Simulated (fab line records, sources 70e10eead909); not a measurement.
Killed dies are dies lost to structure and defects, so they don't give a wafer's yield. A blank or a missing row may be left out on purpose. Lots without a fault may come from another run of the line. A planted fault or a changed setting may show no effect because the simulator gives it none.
Chamber matching | flow nand_harc | NHARC_P_GATE_ETCH_32 on rie_si-03: 4 sister chambers
The step etches the open film in HBr/Cl2, target depth 150 nm, time 100.1 s. 16 wafers are shown with their chamber, then 8 later ones without.

WAFERS WITH THEIR CHAMBER
wafer  | chamber | drypump_motor_current_A (A) | oes_product_au (a.u.) | throttle_valve_pct (%)
L076.3 | 2       | 6.3                         | 0.986                 | 26.407
L076.5 | 0       | 5.9                         | 1.005                 | 26.390
L076.6 | 3       | 5.8                         | 0.996                 | 26.407
L077.1 | 0       | 5.9                         | 1.006                 | 26.415
L077.4 | 2       | 6.2                         | 0.990                 | 26.411
L077.6 | 2       | 6.2                         | 0.984                 | 26.413
L078.1 | 2       | 6.2                         | 0.988                 | 26.404
L078.4 | 3       | 5.8                         | 1.004                 | 26.408
L078.5 | 0       | 5.9                         | 1.007                 | 26.412
L079.1 | 0       | 5.9                         | 1.002                 | 26.413
L079.2 | 2       | 6.2                         | 0.989                 | 26.411
L079.5 | 2       | 6.2                         | 0.983                 | 26.398
L080.2 | 0       | 5.9                         | 1.011                 | 26.423
L080.3 | 1       | 5.9                         | 0.986                 | 26.382
L080.4 | 3       | 5.8                         | 0.998                 | 26.403
L084.2 | 1       | 5.8                         | 0.993                 | 26.410

SIGNATURES (means of the wafers above)
reading                 | chamber 0 | chamber 1 | chamber 2 | chamber 3 | scatter within a chamber
drypump_motor_current_A | 5.900     | 5.850     | 6.217     | 5.800     | 0.0333
oes_product_au          | 1.00620   | 0.98950   | 0.98667   | 0.99933   | 0.00343
throttle_valve_pct      | 26.41060  | 26.39600  | 26.40733  | 26.40600  | 0.00987
Rule: a wafer's distance from a chamber is the root of the sum, over the readings, of the square of ((its reading less the chamber's mean) divided by the reading's scatter). The wafer belongs to the nearest chamber; if the next one is less than 2 further off, it can't be placed. The scatter: the root of (the sum of the squares of (reading less its chamber's mean) over the shown wafers, divided by (wafers less chambers)).

WAFERS WITHOUT THEIR CHAMBER
wafer  | drypump_motor_current_A (A) | oes_product_au (a.u.) | throttle_valve_pct (%)
L084.3 | 5.9                         | 1.010                 | 26.403
L084.6 | 6.2                         | 0.980                 | 26.392
L088.2 | 5.8                         | 0.987                 | 26.403
L088.4 | 5.9                         | 1.007                 | 26.379
L088.5 | 6.2                         | 0.979                 | 26.403
L093.1 | 5.9                         | 1.017                 | 26.426
L093.2 | 6.2                         | 0.995                 | 26.409
L093.3 | 5.9                         | 1.014                 | 26.412

WHICH CHAMBER EACH WENT THROUGH
wafer  | from the rows above     | in truth
L084.3 | 0                       | 0
L084.6 | 2                       | 2
L088.2 | can't be placed: 1 or 3 | 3
L088.4 | can't be placed: 0 or 3 | 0
L088.5 | 2                       | 2
L093.1 | 0                       | 0
L093.2 | 2                       | 2
L093.3 | 0                       | 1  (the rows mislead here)
Placed correctly: 5 of 8. Can't be placed from these rows: 2 (the true chamber is among the candidates in 2). Placed wrongly: 1.
